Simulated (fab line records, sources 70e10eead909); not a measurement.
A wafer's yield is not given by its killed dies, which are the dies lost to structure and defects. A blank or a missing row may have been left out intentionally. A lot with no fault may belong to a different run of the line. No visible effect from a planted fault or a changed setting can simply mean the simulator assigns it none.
fab line records	flow nandHarc
[record] lots = 13	wafers = 39	lastDay = 33
route steps=1302 shown P_CONTACT@217 THIN_TSV@1262 END@1302
lots with no fault: from the same line, run without faults
startH: hours from the record's opening day to when the first of the lot's shown wafers began	waitH: hours since the lot's step before	" the same as in the row above	L1.1+2: a row that stands for several wafers	- value missing, or start not given	* or withheld: withheld	< > ~ a bound
route shown NAME@n: a module of which the file shows steps, and the number in the route of the first	usual: mean and standard deviation over wafers with no fault	same: alike in all rows	chamber/n: place in a boat	sites: per-site readings	_std_site: their standard deviation	_edge_site: the outer-site mean with the inner-site mean subtracted	radiusMm: for every site, how far away it sits from the centre of the wafer	mask NAME#n: copy n	behind: the most recent tool/chamber to have shaped the wafer	hold: cause of the lot's hold/its duration in hours/its outcome	device: names the non-switching transistor (n, p or np)	end of line: the tests these same wafers got at the end of their route	step lacking rows: just its recipe	killed: at the first sort, the dies lost to defects and structure; wafer yield is something else	map: a wafer's dies, marking killed ones x, the rest . and places with no die _
set.NAME: the run value of the setting; set.NAME@STEP: its run value at that earlier step	model.NAME: the simulator's own value behind a step, which no gauge read
the route's steps for a sample of lots (tables are steps, rows are wafers)
services: the hour from which a tool's chamber was out of use, counted from the record's first day as startH (under 0 if before that day), plus the number of hours and why
[[steps]]
[step NHARC_P_CONTACT_DEP_30]
[recipe] targetThkA = 300	tempC = 400	targetThkNm = 30	flowSccm = 200	rfW = 450	material = SiNx
[usual] heaterPowerW = 710/74
lot.wafer	tool	chamber	startH	waitH	heaterPowerW	sinceWetCleanH
L196.1	pecvd-04	0	128.57	0.1	754	28
L196.2	"	1	"	"	609	28
L196.5	"	1	"	"	605	-
L198.2	pecvd-01	1	151.30	0.1	747	8
L198.1	"	2	"	"	647	8
L198.6	"	2	"	"	665	-
L200.3	pecvd-01	2	170.10	0.1	724	27
L200.2	"	1	"	"	766	27
L200.4	"	0	"	"	623	-
L201.2	pecvd-04	2	174.98	0.1	640	74
L201.4	"	0	"	"	710	-
L201.5	"	2	"	"	644	-
L202.3	pecvd-01	2	185.30	0.1	713	42
L202.6	"	2	"	"	729	-
L202.4	"	0	"	"	641	-
L203.2	pecvd-01	2	193.36	0.1	617	50
L203.6	"	0	"	"	695	-
L203.5	"	1	"	"	658	-
L204.1	pecvd-03	2	211.18	0.1	791	13
L204.5	"	2	"	"	808	-
L204.6	"	1	"	"	607	-
L205.1	pecvd-04	2	218.32	0.1	728	117
L205.6	"	0	"	"	686	-
L205.4	"	2	"	"	698	-
L206.2	pecvd-04	2	227.29	0.1	768	126
L206.3	"	0	"	"	830	126
L206.5	"	0	"	"	812	-
L207.2	pecvd-04	1	232.86	0.1	718	132
L207.3	"	2	"	"	725	132
L207.1	"	0	"	"	734	132
L208.3	pecvd-04	1	256.56	0.1	727	156
L208.4	"	1	"	"	721	-
L208.6	"	2	"	"	692	-
L216.2	pecvd-04	0	324.05	0.1	813	42
L216.3	"	2	"	"	712	42
L216.6	"	0	"	"	819	-
L218.3	pecvd-03	1	353.01	0.1	501	155
L218.1	"	2	"	"	755	155
L218.6	"	2	"	"	731	-
[step NHARC_THIN_TSV_ETCH_44]
[recipe] targetDepthA = 15942	timeS = 797.1	cf4FlowSccm = 150	o2FlowSccm = 10	arFlowSccm = 0	rfW = 300	biasW = 800	chemistry = CF4/O2
[usual] drypumpMotorCurrentA = 5.4/0.43	oesProductAu = 1.003/0.013	rfVppV = 793/3.9	showerheadPlenumPTorr = 1.81/0.061	throttleValvePct = 16.914/0.0093
lot.wafer	tool	chamber	startH	waitH	drypumpMotorCurrentA	oesProductAu	rfHoursCounterH	rfVppV	showerheadPlenumPTorr	throttleValvePct
L196.1	rieDiel-03	3	553.31	0.2	5.2	1.004	5.6	793	1.82	16.906
L196.2	"	0	"	"	5.4	1.038	6.3	789	1.74	16.900
L196.5	"	2	"	"	5.0	0.998	-	790	1.77	16.923
L198.2	rieDiel-03	2	583.97	0.1	5.0	0.984	8.2	790	1.77	16.914
L198.1	"	0	"	"	5.4	1.020	8.1	787	1.74	16.914
L198.6	"	3	"	"	5.3	1.005	-	795	1.82	16.922
L201.4	rieDiel-03	2	601.75	0.2	5.0	0.987	9.3	790	1.77	16.914
L201.2	"	3	"	"	5.3	0.986	8.7	794	1.82	16.921
L201.5	"	0	"	"	5.4	1.021	-	789	1.74	16.914
L200.4	rieDiel-09	0	608.57	0.1	4.8	1.000	4.7	797	1.86	16.910
L200.3	"	1	"	"	6.1	1.000	5.1	795	1.86	16.904
L200.2	"	2	"	"	6.0	0.978	6.6	787	1.73	16.908
L202.4	rieDiel-03	3	613.45	0.1	5.3	1.009	9.3	794	1.82	16.908
L202.3	"	1	"	"	5.4	1.008	9.5	793	1.82	16.908
L202.6	"	3	"	"	5.3	1.006	-	794	1.82	16.921
L203.2	rieDiel-09	0	624.09	0.2	4.9	1.008	5.3	795	1.86	16.909
L203.5	"	2	"	"	6.0	0.978	-	789	1.73	16.912
L203.6	"	3	"	"	6.1	0.985	-	800	1.92	16.930
L205.1	rieDiel-01	0	640.91	0.1	4.9	1.010	3.5	794	1.80	16.902
L205.4	"	1	"	"	5.7	1.015	3.6	788	1.75	16.916
L205.6	"	0	"	"	4.9	1.010	-	793	1.80	16.919
L204.1	rieDiel-03	0	646.22	0.2	5.4	1.011	0.1	788	1.74	16.908
L204.6	"	1	"	"	5.4	0.997	-	793	1.82	16.921
L204.5	"	2	"	"	5.0	0.984	-	789	1.77	16.913
L207.3	rieDiel-09	1	652.05	0.1	6.1	1.019	7.1	795	1.86	16.911
L207.2	"	3	"	"	6.1	1.002	9.3	799	1.92	16.901
L207.1	"	0	"	"	4.8	1.004	7.6	797	1.86	16.899
L206.2	rieDiel-03	3	653.12	0.1	5.3	1.015	0.6	794	1.82	16.914
L206.3	"	1	"	"	5.4	0.990	0.7	794	1.82	16.911
L206.5	"	0	"	"	5.4	1.004	-	790	1.74	16.915
L208.4	rieDiel-01	0	690.50	0.1	4.9	1.011	6.2	792	1.80	16.901
L208.3	"	1	"	"	5.7	0.994	5.7	788	1.75	16.911
L208.6	"	0	"	"	4.9	1.011	-	792	1.80	16.918
L216.2	rieDiel-09	2	756.17	0.2	6.0	0.999	3.0	787	1.72	16.928
L216.3	"	2	"	"	6.0	0.995	-	787	1.72	16.919
L216.6	"	2	"	"	6.0	0.998	-	787	1.72	16.932
L218.1	rieDiel-01	3	774.81	0.1	4.8	0.995	1.3	799	1.92	16.912
L218.3	"	0	"	"	4.9	1.005	1.6	793	1.80	16.924
L218.6	"	0	"	"	4.9	1.001	-	793	1.80	16.923
[step NHARC_THIN_TSV_STRIP_45]
[recipe] powerW = 1500	tempC = 250	chemistry = O2
[usual] drypumpMotorCurrentA = 5.86/0.25	heaterPowerW = 363/34
lot.wafer	tool	chamber	startH	waitH	drypumpMotorCurrentA	heaterPowerW	rfHoursCounterH
L196.1	plasmaAsher-01	0	553.98	0.1	5.66	351	4
L196.2	"	1	"	"	5.50	321	4
L196.5	"	0	"	"	5.67	347	-
L198.2	plasmaAsher-01	0	584.76	0.1	5.66	349	10
L198.1	"	1	"	"	5.49	323	10
L198.6	"	1	"	"	5.50	328	-
L201.2	plasmaAsher-01	1	602.49	0.1	5.52	325	14
L201.4	"	1	"	"	5.52	322	-
L201.5	"	0	"	"	5.66	339	-
L200.2	plasmaAsher-01	1	609.71	0.4	5.50	330	15
L200.4	"	0	"	"	5.68	359	-
L200.3	"	1	"	"	5.53	314	-
L202.3	plasmaAsher-01	1	614.33	0.2	5.51	320	-
L202.4	"	0	"	"	5.68	346	-
L202.6	"	0	"	"	5.69	354	-
L203.2	plasmaAsher-02	0	624.77	0.1	6.06	363	4
L203.6	"	0	"	"	6.08	360	-
L203.5	"	1	"	"	6.12	404	-
L205.1	plasmaAsher-02	1	641.65	0.1	6.14	410	6
L205.4	"	1	"	"	6.11	397	-
L205.6	"	0	"	"	6.08	371	-
L204.1	plasmaAsher-02	0	646.88	0.1	6.06	373	7
L204.6	"	1	"	"	6.12	402	-
L204.5	"	0	"	"	6.06	380	-
L207.1	plasmaAsher-02	0	652.86	0.1	6.09	375	8
L207.2	"	1	"	"	6.10	395	8
L207.3	"	1	"	"	6.12	401	-
L206.2	plasmaAsher-01	0	653.94	0.1	5.64	349	24
L206.3	"	0	"	"	5.65	362	-
L206.5	"	0	"	"	5.64	344	-
L208.4	plasmaAsher-01	1	691.33	0.2	5.53	321	-
L208.3	"	0	"	"	5.69	351	-
L208.6	"	0	"	"	5.68	360	-
L216.2	plasmaAsher-01	0	757.25	0.1	5.70	323	10
L216.3	"	0	"	"	5.68	324	-
L216.6	"	1	"	"	5.52	309	-
L218.1	plasmaAsher-01	0	775.76	0.1	5.69	330	14
L218.3	"	1	"	"	5.51	318	-
L218.6	"	0	"	"	5.68	319	-
[step NHARC_THIN_TSV_CD_MEAS_33]
[recipe] targetCdNm = 5000	landingEnergyEv = 500
[usual] cdNm = 5001.2/2.2
lot.wafer	tool	chamber	startH	waitH	cdNm
L196.1	cdSem-03	0	558.98	-	5002.1
L196.2	"	0	"	"	4998.9
L196.5	"	0	"	"	5002.3
L198.1	cdSem-03	0	589.66	-	4998.5
L198.2	"	0	"	"	4999.9
L198.6	"	0	"	"	5001.9
L201.2	cdSem-03	0	607.32	-	5001.0
L201.4	"	0	"	"	5005.1
L201.5	"	0	"	"	5000.3
L200.2	cdSem-03	0	614.40	-	4999.6
L200.3	"	0	"	"	5001.2
L200.4	"	0	"	"	5002.2
L202.3	cdSem-02	0	619.01	-	5000.5
L202.4	"	0	"	"	4996.7
L202.6	"	0	"	"	4999.4
L203.2	cdSem-01	0	629.62	-	5002.2
L203.5	"	0	"	"	5002.9
L203.6	"	0	"	"	5004.3
L205.1	cdSem-01	0	646.53	-	5002.9
L205.4	"	0	"	"	5000.3
L205.6	"	0	"	"	4999.8
L204.1	cdSem-03	0	651.69	-	4998.1
L204.5	"	0	"	"	4996.9
L204.6	"	0	"	"	4996.9
L207.1	cdSem-03	0	657.73	-	4999.6
L207.2	"	0	"	"	5002.2
L207.3	"	0	"	"	5002.0
L206.2	cdSem-01	0	658.82	-	5000.5
L206.3	"	0	"	"	5000.5
L206.5	"	0	"	"	5003.0
L208.3	cdSem-01	0	696.10	-	4997.9
L208.4	"	0	"	"	4999.2
L208.6	"	0	"	"	5001.2
L216.2	cdSem-01	0	762.35	-	4999.9
L216.3	"	0	"	"	5005.0
L216.6	"	0	"	"	5000.9
L218.1	cdSem-01	0	780.53	-	5002.6
L218.3	"	0	"	"	5001.0
L218.6	"	0	"	"	4999.0
[step NHARC_END_SORT_01]
[recipe] tempC = 25
[usual] killedAtArray = 52/17	killedAtOther = 1.2/1.4	killedAtPeriphery = 4.7/2.9	killedDies = 58/17	killedOpen = 3.2/1.9	killedShort = 2.4/1.4
[same] grossDies = 677
lot.wafer	tool	chamber	startH	waitH	killedAtArray	killedAtOther	killedAtPeriphery	killedDies	killedOpen	killedShort
L207.1	prober-02	0	668.52	2.5	40	2	81	123	2	3
L207.2	prober-02	0	669.32	2.8	40	0	46	86	3	2
L207.3	prober-02	0	670.11	3.1	41	0	49	90	1	2
L208.3	prober-01	0	707.41	3.1	46	1	45	92	1	1
L208.4	prober-01	0	708.21	3.4	60	1	41	102	3	2
L208.6	prober-01	0	709.80	4.0	60	0	47	107	7	4
// killed by level:class
L207.1 P_CONTACT:unspecified=78 A_CHANNEL_HOLE_D2:chamberFilmFlake=14 A_CONTACT:chamberFilmFlake=9 A_WL_FILL:chamberFilmFlake=5 A_CHANNEL_HOLE_D1:chamberFilmFlake=4 A_STAIRCASE:chamberFilmFlake=2 A_SLIT:chamberFilmFlake=2 THIN_TSV:chamberFilmFlake=2
L207.2 P_CONTACT:unspecified=44 A_CHANNEL_HOLE_D2:chamberFilmFlake=15 A_CHANNEL_HOLE_D1:chamberFilmFlake=8 A_STAIRCASE:chamberFilmFlake=3 A_SLIT:chamberFilmFlake=3 A_WL_FILL:chamberFilmFlake=3 A_CONTACT:chamberFilmFlake=2 P_GATE:geometricParticle:open=1
L207.3 P_CONTACT:unspecified=44 A_CHANNEL_HOLE_D2:chamberFilmFlake=13 A_CONTACT:chamberFilmFlake=10 A_CHANNEL_HOLE_D1:chamberFilmFlake=9 A_WL_FILL:chamberFilmFlake=4 P_CONTACT:chamberFilmFlake=2 P_STI:chamberFilmFlake=2 A_SLIT:chamberFilmFlake=2
L208.3 P_CONTACT:unspecified=43 A_CHANNEL_HOLE_D1:chamberFilmFlake=18 A_CHANNEL_HOLE_D2:chamberFilmFlake=17 A_CONTACT:chamberFilmFlake=7 A_SLIT:chamberFilmFlake=2 P_CONTACT:geometricParticle:open=1 A_CHANNEL_HOLE_D2:geometricParticle:short=1 P_ZERO_WELL:chamberFilmFlake=1
L208.4 P_CONTACT:unspecified=38 A_CHANNEL_HOLE_D1:chamberFilmFlake=28 A_CHANNEL_HOLE_D2:chamberFilmFlake=16 A_CONTACT:chamberFilmFlake=7 A_ZERO_WELL:chamberFilmFlake=2 P_CONTACT:geometricParticle:open=1 P_M0:geometricParticle:open=1 P_M1:geometricParticle:short=1
L208.6 P_CONTACT:unspecified=44 A_CHANNEL_HOLE_D1:chamberFilmFlake=21 A_CHANNEL_HOLE_D2:chamberFilmFlake=20 A_CONTACT:chamberFilmFlake=4 A_M1:chamberFilmFlake=4 A_WL_FILL:geometricParticle:open=2 A_CONTACT:geometricParticle:open=2 P_M0:geometricParticle:open=1
[[services]]
tool	chamber	startH	hours	kind
rieDiel-03	-	104.71	9.0	pm
plasmaAsher-01	-	120.07	4.4	repair
rieDiel-03	1	143.65	2.8	repair
pecvd-04	2	144.69	6.3	repair
plasmaAsher-01	-	165.07	9.0	pm
rieDiel-03	-	181.80	0.5	repair
rieDiel-03	2	182.89	12.9	repair
plasmaAsher-01	-	209.48	4.9	repair
rieDiel-03	0	253.33	6.0	repair
pecvd-04	-	269.27	13.0	pm
rieDiel-03	-	281.71	9.0	pm
plasmaAsher-01	-	292.14	3.1	repair
plasmaAsher-01	-	342.07	9.0	pm
plasmaAsher-01	-	374.88	0.7	repair
pecvd-04	-	450.43	13.0	pm
plasmaAsher-01	-	470.45	8.6	repair
plasmaAsher-01	-	519.07	9.0	pm
plasmaAsher-01	-	542.52	3.2	repair
pecvd-04	-	564.65	5.3	repair
pecvd-04	-	631.43	13.0	pm
plasmaAsher-01	-	633.36	6.5	repair
plasmaAsher-01	-	686.91	1.7	repair
plasmaAsher-01	-	696.07	9.0	pm
pecvd-04	-	717.28	0.6	repair
[[key]]
[firstSign] step = NHARC_END_SORT_01	reading = killedAtPeriphery	direction = up	sigmas = 16	usual = 4.7	struck = 51.5
[effect] step = NHARC_END_SORT_01	reading = killedDies	direction = up	sigmas = 2.5	usual = 58	struck = 100
[moreKillsBornAt] NHARC_P_CONTACT_DEP_30@pecvd-04 = 291
metAt NHARC_P_CONTACT_DEP_30
struckLots L207,L208
testerLeftOut L207,L208
notActingAt NHARC_THIN_TSV_ETCH_44,NHARC_THIN_TSV_STRIP_45,NHARC_THIN_TSV_CD_MEAS_33
onsetBetween 227.29 232.86
[fault] kind = chamberParticleSource	tool = pecvd-04	chamber = -	onsetH = 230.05	steps = NHARC_P_CONTACT_DEP_30	ratePerVisitCm2 = 0.83347	endH = 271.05
// testerLeftOut: of these lots the tester's yield and bins aren't shown, on N5 and GAA mostly nor the transistor test; their killed dies are dies lost to structure and defects alone, not to doping, threshold or leakage, so they don't give the yield
